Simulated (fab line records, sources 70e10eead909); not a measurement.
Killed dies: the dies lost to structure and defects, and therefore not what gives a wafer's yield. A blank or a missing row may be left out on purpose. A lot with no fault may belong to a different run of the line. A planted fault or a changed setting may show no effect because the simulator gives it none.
A lot that was struck, set against a sound lot    flow nand-harc    13 out of 1302 route steps
Sound: the wafers L473.3, L473.4, L473.5. Struck: wafers L490.2, L490.5, L490.6. Last of all comes the cause.
Per side, at each step with rows, come the tool, then ch with its chambers, and then its first start. Under that, the readings that differ: sound wafers    struck wafers    difference of the means    sigmas: that difference in standard deviations of wafers without a fault.
alike: readings whose means differ by less than 2 such deviations, and words and numbers that are the same on both sides. not compared: withheld readings, readings that some wafer has no value for, bounds like >300 that may hide the same value, and numbers for which the record gives no deviation and whose values overlap.
The two part at a step that has a row with sigmas, a row that says differs or no value, or rows on one side only. Non-overlapping numbers with no deviation appear without sigmas and do not part them. A reading that every wafer of one side lacks parts them only if that side has two wafers or more.

NHARC_A_WL_FILL_ALD_02: deposits TiN, target thk 2 nm, pulse time 3 s, ald cycles 100.
  sound on ald-metal-03 ch 0,3, day 20 21:04; struck on ald-metal-01 ch 2,3, day 28 05:02
  alike: heater-power-w, precursor-pulse-height-rel
NHARC_A_WL_FILL_CVD_03: deposits W, target thk 40 nm, time 279 s.
  sound on cvd-w-01 ch 0,1, day 20 21:34; struck on cvd-w-01 ch 0,1, day 28 05:29
  alike: heater-power-w, mfc-ar-sccm, throttle-valve-pct
then, 1 step without rows for these wafers: NHARC_A_WL_FILL_ETCHBACK_04 (etches the open film in NF3, target depth 60 nm, time 120 s).
NHARC_A_WL_FILL_ETCHBACK_05: etches the open film in Cl2/BCl3, target depth 22 nm, time 60 s.
  sound on rie-metal-03 ch 0,1, day 20 22:06; struck on rie-metal-02 ch 0,1, day 28 06:08
reading                      sound        struck       difference  sigmas
drypump-motor-current-A (A)  5.7 6.4 6.4  5.3 5.3 5.3  -0.9        -2
  alike: oes-product-au, run-length-s
  not compared: rf-hours-counter-h
then, 5 steps without rows for these wafers: NHARC_A_WL_FILL_STRIP_27 (strips in N2/H2, time 20 s); NHARC_A_WL_FILL_STRIP_28 (strips in post etch residue remover, time 1200 s); NHARC_A_WL_FILL_PRECLEAN_06 (cleans in DIW, time 300 s); NHARC_A_WL_FILL_SRD_07; NHARC_A_WL_FILL_ANNEAL_08 (time 1800 s).
NHARC_A_WL_FILL_ALD_10: deposits SiO2, target thk 50 nm, pulse time 10 s, ald cycles 500.
  sound on ald-hk-04 ch 2,3, day 21 05:23; struck on ald-hk-02 ch 2,3, day 28 10:59
  alike: heater-power-w, precursor-pulse-height-rel
NHARC_A_WL_FILL_ETCHBACK_16: etches the open film in C4F8/O2/Ar, target depth 120 nm, time 24 s.
  sound on rie-diel-12 ch 2,3, day 21 09:32; struck on rie-diel-09 ch 0,1,2, day 28 18:38
reading           sound           struck          difference  sigmas
run-length-s (s)  45.4 45.7 45.2  30.3 29.9 30.5  -15.2       -48
  alike: oes-product-au, rf-vpp-V
  not compared: rf-hours-counter-h
NHARC_A_WL_FILL_STRIP_29: strips in O2, time 20 s.
  sound on rie-diel-12 ch 1,2,3, day 21 09:38; struck on rie-diel-09 ch 0,1, day 28 18:43
reading                      sound        struck       difference  sigmas
drypump-motor-current-A (A)  5.2 5.7 4.7  6.2 5.9 6.2  +0.9        +2
  alike: mfc-ar-sccm, oes-product-au, rf-vpp-V, showerhead-plenum-p-Torr, throttle-valve-pct
  not compared: rf-hours-counter-h
-- break in the record here, with 4 days between the starts of the struck wafers on either side (left off in module A_WL_FILL, picked up again in module END, where the first step shown is number 1302 on the route) --
NHARC_END_SORT_01:
  sound on prober-02 ch 0, day 25 01:21; struck on prober-01 ch 0, day 32 19:11
reading          sound     struck       difference  sigmas
killed-at-array  49 49 49  673 675 673  +625        +39
killed-dies      51 53 53  676 677 677  +624        +37
  alike: killed-at-other, killed-at-periphery, killed-open, killed-short

## WHERE THEY PART
Earliest at NHARC_A_WL_FILL_ETCHBACK_05; latest, in this record, at NHARC_END_SORT_01.

WHY: what had been put in by the simulator
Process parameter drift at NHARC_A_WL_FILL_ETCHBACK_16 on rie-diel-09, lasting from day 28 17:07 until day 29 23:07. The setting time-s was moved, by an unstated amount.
